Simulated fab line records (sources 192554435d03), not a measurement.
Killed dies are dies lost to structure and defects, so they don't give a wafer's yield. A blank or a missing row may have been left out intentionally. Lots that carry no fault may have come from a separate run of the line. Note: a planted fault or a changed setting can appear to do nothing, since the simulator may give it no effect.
A lot that was struck, set against a sound lot | flow n5 finfet | 26 steps out of a route of 1938
Sound: these wafers, L873.1, L873.2, L873.3. Struck: wafers L875.1, L875.2, L875.3. At the end, the cause is stated.
At each step with rows: each side's tool, then ch and its chambers, then its first start. Under that, the readings that differ: sound wafers | struck wafers | difference of the means | sigmas: that difference in standard deviations of wafers without a fault.
alike: words and numbers the same on both sides, and readings whose means are apart by under 2 such deviations; not compared: readings that were withheld, readings missing a value for some wafer, numbers with overlapping values and no deviation given by the record, and bounds like >300 which may hide the same value.
The two part at a step that has a row with sigmas, a row that says differs or no value, or rows on one side only. Numbers that have no deviation but don't overlap get no sigmas and don't part them. A reading missing from all wafers of one side parts the sides only when that side holds two or more wafers.

first, 9 steps without rows for these wafers: N5_BEOL_M3_ILD_DEP_00 (deposits SiOC from DEMS/O2, target thk 79 nm, time 15.3 s); N5_BEOL_M3_PECVD_72 (deposits SiO2 from TEOS/O2, target thk 16 nm, time 18 s); N5_BEOL_M3_HM_DEP_02 (deposits TiN, target thk 20 nm); N5_BEOL_M3_COAT_61 (time 60 s, resist thk 60 nm); N5_BEOL_M3_COAT_62 (time 60 s, resist thk 12 nm); N5_BEOL_M3_COAT_73 (time 60 s, resist thk 5 nm); N5_BEOL_M3_COAT_05 (resist thk 30 nm); N5_BEOL_M3_EBR_07; N5_BEOL_M3_SOFTBAKE_06 (time 60 s).
N5_BEOL_M3_EXPOSE_08: exposes mask M3.
  sound on euv scanner-01 ch 0, day 7 11:23; struck on euv scanner-01 ch 0, day 7 19:44
  reading              | sound             | struck            | difference | sigmas
  exposure dose mJ cm2 | 32.88 32.94 32.84 | 35.14 35.09 35.14 | +2.24      | +60
  alike: mask, focus offset nm
then, 2 steps without rows for these wafers: N5_BEOL_M3_PEB_09 (peb time 60 s); N5_BEOL_M3_DEVELOP_10 (develop time 30 s).
N5_BEOL_M3_CD_MEAS_11: the cd target is 17.05 nm.
  sound on cd sem-01 ch 0, day 7 11:31; struck on cd sem-03 ch 0, day 7 19:52
  reading    | sound             | struck            | difference | sigmas
  cd nm (nm) | 16.63 16.86 16.79 | 18.41 18.38 18.33 | +1.61      | +7
then, 1 step without rows for these wafers: N5_BEOL_M3_DESCUM_16 (chemistry O2, time 7 s).
N5_BEOL_M3_ETCH_74: etches underlayer in N2/H2, target depth 6.5 nm, time 5.2 s.
  sound on rie diel-06 ch 0,2,3, day 7 11:43; struck on rie diel-06 ch 0,2,3, day 7 20:41
  reading                         | sound          | struck      | difference | sigmas
  model.BEOL_M3.cd offset nm (nm) | -0.4 -0.4 -0.2 | 1.2 1.2 1.2 | +1.5       |
  alike: drypump motor current A, etch rf on time s, oes product au, rf vpp V, showerhead plenum p Torr, throttle valve pct
  not compared: rf hours counter h
then, 5 steps without rows for these wafers: N5_BEOL_M3_ETCH_63 (etches SiARC in CF4, target depth 15.6 nm, time 26 s); N5_BEOL_M3_ETCH_64 (etches SOC in N2/H2, target depth 75 nm, overetch 15 nm, time 112.5 s); N5_BEOL_M3_STRIP_65 (strips in N2/H2); N5_BEOL_M3_STRIP_75 (strips in N2/H2); N5_BEOL_M3_STRIP_66 (strips in CF4).
N5_BEOL_M3_HM_OPEN_17: chemistry Cl2/BCl3, target TiN, target depth 20 nm, overetch 6 nm.
  sound on rie metal-02 ch 0,1, day 7 11:56; struck on rie metal-02 ch 0,1, day 7 20:54
  reading                         | sound          | struck    | difference | sigmas
  model.BEOL_M3.cd offset nm (nm) | -0.8 -0.4 -0.4 | 1.2 1 1.2 | +1.7       |
  alike: drypump motor current A, oes_ar_750_au, oes product au, throttle valve pct
  not compared: rf hours counter h
then, 1 step without rows for these wafers: N5_BEOL_M3_STRIP_19 (strips in O2).
N5_BEOL_M3_CD_MEAS_18: pitch 36 nm, target cd 18 nm.
  sound on cd sem-03, day 7 12:08; struck on cd sem-03, day 7 21:13
  reading    | sound             | struck            | difference | sigmas
  cd nm (nm) | 16.95 17.53 17.95 | 19.21 18.75 18.93 | +1.49      | +5
then, 1 step without rows for these wafers: N5_BEOL_M3_COAT_67 (time 60 s, resist thk 60 nm).
N5_BEOL_M4_RC_MEAS_101:
  the record has rows for the sound wafers here (prober-01 ch 0, day 8 08:14) and none for the struck ones
-- here the record skips 6 days between the struck wafers' starts before and after, leaving off in module BEOL_M4 and picking up in module PASSIVATION (first step shown: number 1936 of the route) --
N5_PASSIVATION_PROBE_49:
  the record has rows for the struck wafers here (prober-02, day 13 10:24) and none for the sound ones

== WHERE THEY PART ==
First at N5_BEOL_M3_EXPOSE_08; last, within this record, at N5_PASSIVATION_PROBE_49.

WHY: what had been put in by the simulator
Process parameter drift: euv scanner-01, from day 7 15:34 on, at N5_BEOL_M3_EXPOSE_08. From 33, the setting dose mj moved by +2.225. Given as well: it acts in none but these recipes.
